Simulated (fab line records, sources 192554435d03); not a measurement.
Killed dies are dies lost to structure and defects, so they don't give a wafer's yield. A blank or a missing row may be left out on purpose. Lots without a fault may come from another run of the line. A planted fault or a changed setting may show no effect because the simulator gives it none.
A struck lot beside a sound one | flow n5_finfet | 37 steps out of a route of 1938
Sound: wafers L923.2, L923.4, L923.5. Struck: wafers L925.2, L925.3, L925.6. The cause comes at the end.
At each step with rows: each side's tool, then ch and its chambers, then its first start. Under that, the readings that differ: sound wafers | struck wafers | difference of the means | sigmas: that difference in standard deviations of wafers without a fault.
alike: readings whose means differ by less than 2 such deviations, and words and numbers that are the same on both sides. not compared: withheld readings, readings that some wafer has no value for, bounds like >300 that may hide the same value, and numbers for which the record gives no deviation and whose values overlap.
The two part at a step that has a row with sigmas, a row that says differs or no value, or rows on one side only. Numbers that don't overlap but have no deviation are shown without sigmas and don't part them. A reading that every wafer of one side lacks parts them only if that side has two wafers or more.

first, 12 steps without rows for these wafers: N5_SDB_DESCUM_16 (chemistry O2, time 7.9 s); N5_SDB_ETCH_17 (etches SiARC in CF4, target depth 23.4 nm, time 39 s); N5_SDB_ETCH_18 (etches SOC in N2/H2, target depth 100 nm, overetch 20 nm, time 150 s); N5_SDB_STRIP_19 (strips in N2/H2); N5_SDB_STRIP_21 (strips in CF4); N5_SDB_HM_OPEN_20 (chemistry CH3F/O2, target SiNx, stops on poly-Si, target depth 24 nm); N5_SDB_STRIP_22 (strips in N2/H2); N5_SDB_PRECLEAN_23 (cleans in dHF, time 30 s); N5_SDB_DUMMY_REMOVE_24 (chemistry TMAH, target poly-Si, stops on SiO2, target depth 142 nm, time 57 s, rinse time 30 s); N5_SDB_ETCH_25 (etches SiO2 in C4F6/O2, target depth 10 nm, time 3.3 s); N5_SDB_CUT_ETCH_26 (etches Si in HBr/Cl2/O2, target depth 129.6 nm, bt time 20 s, time 51.8 s); N5_SDB_PRECLEAN_38 (cleans in dHF, time 10 s).
N5_SDB_PRECLEAN_39: cleans in O3/DIW, time 45 s.
  sound on wet_bench-06 ch 0,1,6, day 6 15:29; struck on wet_bench-06 ch 0,1,4, day 7 01:59
then, 23 steps without rows for these wafers: N5_SDB_SRD_28 (time 30 s); N5_SDB_ALD_29 (deposits SiNx, target thk 30 nm, pulse time 1 s, ald cycles 600); N5_SDB_CMP_30 (polishes, stops on poly-Si, t overpolish 1.54 s, target thk 30 nm); N5_DUMMY_REMOVAL_HM_STRIP_01 (strips SiNx in CH3F/O2, stops on poly-Si, target depth 4 nm, time 6.8 s); N5_DUMMY_REMOVAL_STRIP_10 (strips in N2/H2, time 40 s); N5_DUMMY_REMOVAL_PRECLEAN_07 (cleans in dHF, time 30 s); N5_DUMMY_REMOVAL_DUMMY_REMOVE_02 (chemistry TMAH, target poly-Si, stops on SiO2, target depth 142 nm, time 57 s, rinse time 30 s); N5_DUMMY_REMOVAL_PRECLEAN_08 (cleans in NF3:NH3, afs cycles 2, time 20 s, sublimation time 60 s); N5_DUMMY_REMOVAL_PRECLEAN_04 (cleans in DHF, time 37 s); N5_DUMMY_REMOVAL_SRD_05 (time 30 s); N5_HKMG_FIN_IL_REGROW_00 (material SiO2, chemistry O3, target thk 0.75 nm, time 30 s); N5_HKMG_FIN_HK_ALD_01 (deposits HfO2, target thk 1.6 nm, pulse time 3 s, purge time 3 s); N5_HKMG_FIN_HK_ANNEAL_02 (time 30 s); N5_HKMG_FIN_ALD_74 (deposits La2O3, target thk 0.5 nm, pulse time 6 s, co reactant pulse time 1 s); N5_HKMG_FIN_ALD_75 (deposits Al2O3, target thk 1 nm, co reactant pulse time 1 s); N5_HKMG_FIN_COAT_41 (time 60 s, resist thk 300 nm); N5_HKMG_FIN_COAT_42 (time 60 s, resist thk 35 nm); N5_HKMG_FIN_COAT_43 (resist thk 90 nm); N5_HKMG_FIN_EBR_45; N5_HKMG_FIN_SOFTBAKE_44 (time 60 s); N5_HKMG_FIN_EXPOSE_46 (exposes mask NDIPOLE); N5_HKMG_FIN_PEB_47 (peb time 60 s); N5_HKMG_FIN_DEVELOP_48 (develop time 30 s).
-- the record jumps here: 9 days lie between the struck wafers' starts before and after (it left off in module HKMG_FIN and takes up again in module PASSIVATION, whose first step shown is number 1936 of the route) --
N5_PASSIVATION_PROBE_49:
  sound on prober-01, day 16 00:17; struck on prober-01, day 16 12:37
  reading                  | sound     | struck         | difference | sigmas
  defect_limited_yield (%) | 89.9 91.9 | 85.3 81.1 84.3 | -7.3       | -5
  killed_at_front_end      | 37 26     | 115 163 121    | +102       | +8
  killed_dies              | 119 96    | 173 223 185    | +86        | +5
  killed_on_rim            | 20 11     | 28 26 33       | +14        | +3
  sort_bin_5_function (%)  | 6.4 4.8   | 8.5 11.6 9.2   | +4.2       | +4
  sort_n_pass              | 1061 1084 | 1007 957 995   | -86        | -5
  sort_yield_pct (%)       | 89.9 91.9 | 85.3 81.1 84.3 | -7.3       | -5
  alike: killed_at_M0_to_M3, killed_at_M4_up, killed_at_contacts, killed_at_other, killed_open, killed_short, sort_bin_6_memory

WHERE THEY PART
Only at N5_PASSIVATION_PROBE_49, within this record.

WHY: what the simulator had put in
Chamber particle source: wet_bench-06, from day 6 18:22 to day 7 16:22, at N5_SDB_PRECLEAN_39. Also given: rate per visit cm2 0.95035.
